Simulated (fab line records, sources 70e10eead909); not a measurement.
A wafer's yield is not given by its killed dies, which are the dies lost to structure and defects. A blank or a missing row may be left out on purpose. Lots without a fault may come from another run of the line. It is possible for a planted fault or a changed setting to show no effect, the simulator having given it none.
fab line records + flow nand-harc
record:
- lots: 7
- wafers: 17
- last-day: 22
route steps=1159 shown P_ZERO_WELL@67 P_STI@91 P_GATE@122 END@1159
lots untouched by any fault: they come from a run of this same line in which no faults occurred
start-h: start of the lot's first displayed wafer, in hours after the record's first day + wait-h: hours since the lot's step before + " identical to the entry in the row above + L1.1+2: a row that stands for several wafers + - no value, or no start was given + * or withheld: withheld + < > ~ a bound
route shown NAME@n: a module of which the file shows steps, and the number in the route of the first + usual: mean and standard deviation over wafers with no fault + same: alike in all rows + chamber/n: place in a boat + sites: the reading at each site + _std_site: standard deviation of those values + _edge_site: mean of outer sites minus mean of inner sites + radius-mm: for every site, how far away it sits from the centre of the wafer + mask NAME#n: copy n + behind: the most recent tool/chamber to have shaped the wafer + hold: the reason the lot was held/the length of the hold in hours/how it ended + device: transistor that didn't switch, given as n, p or np + end of line: the tests these same wafers got at the end of their route + a step given without rows: its recipe and nothing more + killed: at the first sort, the dies lost to defects and structure; wafer yield is something else + map: the dies of a wafer, with x for killed, . for not killed, _ for no die there
set.NAME: setting as actually run; set.NAME@STEP: the setting as run at that earlier step + model.NAME: the simulator's own value behind a step, which no gauge read
the route's steps for a sample of lots (tables are steps, rows are wafers)
services: from which hour (start-h, from the record's first day; less than 0 if before it) a tool's chamber was out of use, for how many hours, and why
== steps ==
step: NHARC_P_ZERO_WELL_RTA_42
recipe:
- temp-c: 1100
- time-s: 300
usual:
- lamp-power-pct: 37.3/0.37
- wafer_temp_C_max: 1104.1/1
| lot.wafer | tool          | chamber | start-h | wait-h | lamp-power-pct | wafer_temp_C_max |
|-----------|---------------|---------|---------|--------|----------------|------------------|
| L989.2    | rtp-anneal-02 | 0       | 19.16   | -      | 36.9           | 1103.7           |
| L989.4    | "             | 0       | "       | "      | 36.9           | 1104.5           |
| L989.5    | "             | 0       | "       | "      | 36.9           | 1105.7           |
| L990.2    | rtp-anneal-01 | 0       | 24.89   | -      | 37.7           | 1103.2           |
| L990.4    | "             | 0       | "       | "      | 37.7           | 1105.6           |
| L990.5    | "             | 0       | "       | "      | 37.7           | 1102.9           |
| L991.1    | rtp-anneal-01 | 0       | 31.11   | -      | 37.7           | 1105.0           |
| L991.2    | "             | 0       | "       | "      | 37.7           | 1104.5           |
| L991.5    | "             | 0       | "       | "      | 37.7           | 1103.5           |
| L993.1    | rtp-anneal-02 | 0       | 43.13   | -      | 37.0           | 1104.3           |
| L993.3    | "             | 0       | "       | "      | 36.9           | 1104.7           |
| L993.5    | "             | 0       | "       | "      | 37.0           | 1103.8           |
| L101.6    | rtp-anneal-01 | 0       | 91.52   | -      | 37.6           | 1105.3           |
| L102.5    | rtp-anneal-02 | 0       | 97.54   | -      | 36.9           | 1103.3           |
| L103.1    | rtp-anneal-02 | 0       | 103.06  | -      | 36.9           | 1103.0           |
| L103.2    | "             | 0       | "       | "      | 36.9           | 1104.6           |
| L103.4    | "             | 0       | "       | "      | 37.0           | 1103.1           |
step: NHARC_P_STI_CD_MEAS_16
usual:
- cd-nm: 200/3
| lot.wafer | tool      | chamber | start-h | wait-h | cd-nm |
|-----------|-----------|---------|---------|--------|-------|
| L989.2    | cd-sem-01 | -       | 33.81   | -      | 203   |
| L989.4    | "         | -       | "       | "      | 201   |
| L989.5    | "         | -       | "       | "      | 202   |
| L990.2    | cd-sem-03 | -       | 41.88   | -      | 202   |
| L990.4    | "         | -       | "       | "      | 200   |
| L990.5    | "         | -       | "       | "      | 200   |
| L991.1    | cd-sem-03 | -       | 50.99   | -      | 198   |
| L991.2    | "         | -       | "       | "      | 202   |
| L991.5    | "         | -       | "       | "      | 201   |
| L993.1    | cd-sem-03 | -       | 61.17   | -      | 197   |
| L993.3    | "         | -       | "       | "      | 199   |
| L993.5    | "         | -       | "       | "      | 196   |
| L101.6    | cd-sem-02 | -       | 107.62  | -      | 195   |
| L102.5    | cd-sem-01 | -       | 115.65  | -      | 200   |
| L103.1    | cd-sem-02 | -       | 119.78  | -      | 196   |
| L103.2    | "         | -       | "       | "      | 198   |
| L103.4    | "         | -       | "       | "      | 203   |
step: NHARC_P_STI_HDPCVD_20
recipe:
- target-thk-a: withheld
- sigma-open-frac: withheld
- material: SiO2
| lot.wafer  | tool      | chamber | start-h | wait-h |
|------------|-----------|---------|---------|--------|
| L989.2+4+5 | hdpcvd-01 | 0       | 47.75   | 0.9    |
| L990.2+4+5 | hdpcvd-01 | 0,1,0   | 48.32   | 1.4    |
| L991.1+2+5 | hdpcvd-01 | 0,1,0   | 60.61   | 0.4    |
| L993.1+3+5 | hdpcvd-01 | 0,1,0   | 71.02   | 0.5    |
| L101.6     | hdpcvd-01 | 0       | 124.33  | 8.2    |
| L102.5     | hdpcvd-01 | 0       | 125.07  | 0.7    |
| L103.2+1+4 | hdpcvd-01 | 1,0,0   | 129.05  | 0.4    |
step: NHARC_P_GATE_CD_MEAS_11
recipe:
- target-cd-nm: 1640
- landing-energy-ev: 500
usual:
- cd-nm: 1638.9/2
| lot.wafer | tool      | chamber | start-h | wait-h | cd-nm  |
|-----------|-----------|---------|---------|--------|--------|
| L989.2    | cd-sem-02 | 0       | 73.11   | -      | 1638.1 |
| L989.4    | "         | 0       | "       | "      | 1640.4 |
| L989.5    | "         | 0       | "       | "      | 1638.4 |
| L990.2    | cd-sem-02 | 0       | 73.27   | -      | 1635.4 |
| L990.4    | "         | 0       | "       | "      | 1635.9 |
| L990.5    | "         | 0       | "       | "      | 1636.5 |
| L991.1    | cd-sem-02 | 0       | 86.30   | -      | 1637.6 |
| L991.2    | "         | 0       | "       | "      | 1639.1 |
| L991.5    | "         | 0       | "       | "      | 1637.8 |
| L993.1    | cd-sem-03 | 0       | 98.24   | -      | 1640.4 |
| L993.3    | "         | 0       | "       | "      | 1638.2 |
| L993.5    | "         | 0       | "       | "      | 1634.5 |
| L103.2    | cd-sem-02 | 0       | 153.68  | -      | 1637.0 |
step: NHARC_END_SORT_01
recipe:
- temp-c: 25
usual:
- killed-at-array: 27/10
- killed-at-other: 0.6/0.83
- killed-at-periphery: 2.4/1.8
- killed-dies: 30/10
- killed-open: 3.3/1.7
- killed-short: 1.8/1.4
same:
- gross-dies: 677
| lot.wafer | tool      | chamber | start-h | wait-h | hold                     | killed-at-array | killed-at-other | killed-at-periphery | killed-dies | killed-open | killed-short |
|-----------|-----------|---------|---------|--------|--------------------------|-----------------|-----------------|---------------------|-------------|-------------|--------------|
| L990.2    | prober-01 | 0       | 445.58  | 2.8    | -                        | 22              | 1               | 3                   | 26          | 2           | 1            |
| L990.4    | prober-01 | 0       | 447.17  | 3.4    | -                        | 31              | 1               | 1                   | 33          | 4           | 0            |
| L990.5    | prober-01 | 0       | 447.97  | 3.7    | -                        | 30              | 2               | 2                   | 34          | 4           | 1            |
| L989.2    | prober-01 | 0       | 453.37  | 2.8    | -                        | 14              | 0               | 1                   | 15          | 3           | 0            |
| L989.4    | prober-01 | 0       | 454.98  | 3.4    | -                        | 13              | 0               | 3                   | 16          | 1           | 2            |
| L989.5    | prober-01 | 0       | 455.79  | 3.7    | -                        | 14              | 0               | 2                   | 16          | 2           | 0            |
| L993.1    | prober-02 | 0       | 462.34  | 2.5    | -                        | 27              | 0               | 5                   | 32          | 3           | 1            |
| L993.3    | prober-02 | 0       | 463.93  | 3.1    | -                        | 28              | 1               | 1                   | 30          | 3           | 5            |
| L993.5    | prober-02 | 0       | 465.51  | 3.7    | -                        | 15              | 0               | 0                   | 15          | 2           | 1            |
| L991.1    | prober-02 | 0       | 470.09  | 2.5    | -                        | 28              | 1               | 3                   | 32          | 2           | 1            |
| L991.2    | prober-02 | 0       | 470.89  | 2.8    | -                        | 34              | 0               | 1                   | 35          | 1           | 3            |
| L991.5    | prober-02 | 0       | 473.29  | 3.7    | -                        | 24              | 0               | 3                   | 27          | 3           | 0            |
| L103.1    | prober-01 | 0       | 501.91  | 6.5    | await-dispo/4.0h/release | 18              | 2               | 657                 | 677         | 5           | 3            |
| L103.2    | prober-01 | 0       | 502.70  | 6.8    | await-dispo/4.0h/release | 13              | 1               | 3                   | 17          | 5           | 1            |
| L103.4    | prober-01 | 0       | 504.29  | 7.3    | await-dispo/4.0h/release | 29              | 0               | 648                 | 677         | 9           | 0            |
| L102.5    | prober-02 | 0       | 512.33  | 3.7    | await-dispo/1.4h/release | 24              | 0               | 653                 | 677         | 1           | 0            |
| L101.6    | prober-01 | 0       | 533.85  | 3.9    | await-dispo/3.2h/release | 41              | 0               | 636                 | 677         | 2           | 1            |
killed by level:class
L990.2 A_CHANNEL_HOLE_D1:chamber-film-flake=13 A_SLIT:chamber-film-flake=4 A_CONTACT:chamber-film-flake=2 P_GATE:geometric-particle:short=1 P_CONTACT:geometric-particle:open=1 A_BLC:geometric-particle:open=1 P_GATE:chamber-film-flake=1 A_STAIRCASE:chamber-film-flake=1
L990.4 A_CHANNEL_HOLE_D1:chamber-film-flake=14 A_SLIT:chamber-film-flake=9 A_ZERO_WELL:chamber-film-flake=2 A_STAIRCASE:chamber-film-flake=2 P_M1:geometric-particle:open=1 A_SOURCE_PLATE:geometric-particle:open=1 A_ONON_D1:geometric-particle:open=1 A_M0:geometric-particle:open=1
L990.5 A_CHANNEL_HOLE_D1:chamber-film-flake=15 A_SLIT:chamber-film-flake=7 A_CONTACT:chamber-film-flake=3 P_STI:chamber-film-flake=2 A_CHANNEL_HOLE_D1:geometric-particle:open=1 A_CHANNEL_FILL_D1:geometric-particle:open=1 A_SGD_CUT:geometric-particle:open=1 A_CONTACT:geometric-particle:open=1
L989.2 A_CHANNEL_HOLE_D1:chamber-film-flake=9 A_STAIRCASE:chamber-film-flake=3 P_CONTACT:geometric-particle:open=1 A_CHANNEL_FILL_D1:geometric-particle:open=1 A_BLC:geometric-particle:open=1
L989.4 A_CHANNEL_HOLE_D1:chamber-film-flake=6 A_STAIRCASE:chamber-film-flake=3 P_M0:geometric-particle:open=1 P_M2:geometric-particle:short=1 A_WL_FILL:geometric-particle:short=1 P_GATE:chamber-film-flake=1 A_SLIT:unspecified=1 A_SLIT:chamber-film-flake=1
L989.5 A_CHANNEL_HOLE_D1:chamber-film-flake=9 A_CHANNEL_FILL_D1:chamber-film-flake=2 P_CONTACT:geometric-particle:open=1 A_CHANNEL_FILL_D1:geometric-particle:open=1 P_GATE:chamber-film-flake=1 A_STAIRCASE:chamber-film-flake=1 A_SLIT:chamber-film-flake=1
L993.1 A_SLIT:chamber-film-flake=12 A_CONTACT:chamber-film-flake=5 A_STAIRCASE:chamber-film-flake=4 P_M1:chamber-film-flake=3 A_CHANNEL_HOLE_D1:chamber-film-flake=2 P_GATE:geometric-particle:open=1 A_ONON_D1:geometric-particle:open=1 A_SGD_CUT:geometric-particle:open=1
L993.3 A_SLIT:chamber-film-flake=9 A_STAIRCASE:chamber-film-flake=4 A_WL_FILL:geometric-particle:short=3 A_CHANNEL_HOLE_D1:chamber-film-flake=2 A_CONTACT:chamber-film-flake=2 A_BONDPAD:chamber-film-flake=2 A_SGD_CUT:geometric-particle:open=1 A_CONTACT:geometric-particle:short=1
L993.5 A_SLIT:chamber-film-flake=9 A_CHANNEL_FILL_D1:geometric-particle:open=1 A_WL_FILL:geometric-particle:short=1 A_WL_FILL:geometric-particle:open=1 A_CHANNEL_HOLE_D1:chamber-film-flake=1 A_STAIRCASE:chamber-film-flake=1 A_CONTACT:chamber-film-flake=1
L991.1 A_CHANNEL_HOLE_D1:chamber-film-flake=19 A_BONDPAD:chamber-film-flake=4 P_CONTACT:geometric-particle:open=2 A_CONTACT:chamber-film-flake=2 STARTING-WAFER:geometric-particle:short=1 P_ZERO_WELL:chamber-film-flake=1 A_ZERO_WELL:chamber-film-flake=1 A_STAIRCASE:chamber-film-flake=1
L991.2 A_CHANNEL_HOLE_D1:chamber-film-flake=15 A_ZERO_WELL:chamber-film-flake=6 A_WL_FILL:geometric-particle:short=2 A_CONTACT:chamber-film-flake=2 A_BONDPAD:chamber-film-flake=2 A_CHANNEL_FILL_D1:geometric-particle:short=1 A_CHANNEL_FILL_D1:geometric-particle:open=1 P_GATE:chamber-film-flake=1
L991.5 A_CHANNEL_HOLE_D1:chamber-film-flake=11 A_CONTACT:chamber-film-flake=4 A_CHANNEL_FILL_D1:geometric-particle:open=2 A_ZERO_WELL:chamber-film-flake=2 A_M1:chamber-film-flake=2 A_BONDPAD:chamber-film-flake=2 P_M0:geometric-particle:open=1 P_ZERO_WELL:chamber-film-flake=1
L103.1 P_STI:area-hdpcvd=656 A_CONTACT:chamber-film-flake=7 A_CHANNEL_HOLE_D1:chamber-film-flake=3 A_CONTACT:geometric-particle:short=2 THIN_TSV:chamber-film-flake=2 P_M1:geometric-particle:open=1 A_ONON_D1:geometric-particle:short=1 A_ONON_D1:geometric-particle:open=1
L103.2 A_CHANNEL_HOLE_D1:chamber-film-flake=4 A_CONTACT:chamber-film-flake=3 P_M0:geometric-particle:open=1 A_CHANNEL_HOLE_D1:geometric-particle:open=1 A_SGD_CUT:geometric-particle:open=1 A_WL_FILL:geometric-particle:short=1 A_WL_FILL:geometric-particle:open=1 A_M0:geometric-particle:open=1
L103.4 P_STI:area-hdpcvd=647 A_CHANNEL_HOLE_D1:chamber-film-flake=10 A_STAIRCASE:chamber-film-flake=6 A_CONTACT:chamber-film-flake=5 A_CONTACT:geometric-particle:open=2 P_M0:geometric-particle:open=1 A_ONON_D1:geometric-particle:open=1 A_CHANNEL_FILL_D1:geometric-particle:open=1
L102.5 P_STI:area-hdpcvd=651 A_CHANNEL_HOLE_D1:chamber-film-flake=16 A_CONTACT:chamber-film-flake=8 P_M1:geometric-particle:open=1 P_ZERO_WELL:chamber-film-flake=1
L101.6 P_STI:area-hdpcvd=631 A_CHANNEL_HOLE_D1:chamber-film-flake=17 A_SLIT:chamber-film-flake=15 A_CONTACT:chamber-film-flake=5 A_STAIRCASE:chamber-film-flake=2 P_STI:geometric-particle:short=1 P_CONTACT:geometric-particle:open=1 A_CONTACT:geometric-particle:open=1
== services ==
| tool      | chamber | start-h | hours | kind       |
|-----------|---------|---------|-------|------------|
| hdpcvd-01 | -       | 111.00  | 13.0  | pm         |
| hdpcvd-01 | 0       | 111.00  | 13.0  | vent-cycle |
| hdpcvd-01 | 1       | 111.00  | 13.0  | vent-cycle |
| hdpcvd-01 | 0       | 124.00  | -     | clean      |
| hdpcvd-01 | 1       | 124.00  | -     | clean      |
== key ==
first-sign:
- step: NHARC_END_SORT_01
- reading: killed-at-periphery
- direction: up
- sigmas: 99+
- usual: 2.4
- struck: 648.5
effect:
- step: NHARC_END_SORT_01
- reading: killed-dies
- direction: up
- sigmas: 63
- usual: 30
- struck: 677
more-kills-born-at:
- NHARC_P_STI_HDPCVD_20@hdpcvd-01: 2585
met-at NHARC_P_STI_HDPCVD_20
struck-lots L101,L102,L103
struck-wafers L101.6,L102.5,L103.1,L103.4
later-rows-left-out L101.6,L102.5,L103.1,L103.4
tester-left-out L101,L102,L103
not-acting-at NHARC_P_ZERO_WELL_RTA_42,NHARC_P_STI_CD_MEAS_16,NHARC_P_GATE_CD_MEAS_11
onset-between 71.02 124.33
fault:
- kind: process-parameter-drift
- tool: hdpcvd-01
- chamber: 0
- onset-h: 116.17
- steps: NHARC_P_STI_HDPCVD_20
- channel: target-thk-a
- offset: withheld
- shape: step
- end-h: 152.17
tester-left-out: of these lots the tester's yield and bins aren't shown, on N5 and GAA mostly nor the transistor test; their killed dies are dies lost to structure and defects alone, not to doping, threshold or leakage, so they don't give the yield
later-rows-left-out: the simulator's readings of these wafers behind a module that went badly wrong aren't trusted and aren't shown, but for the sort
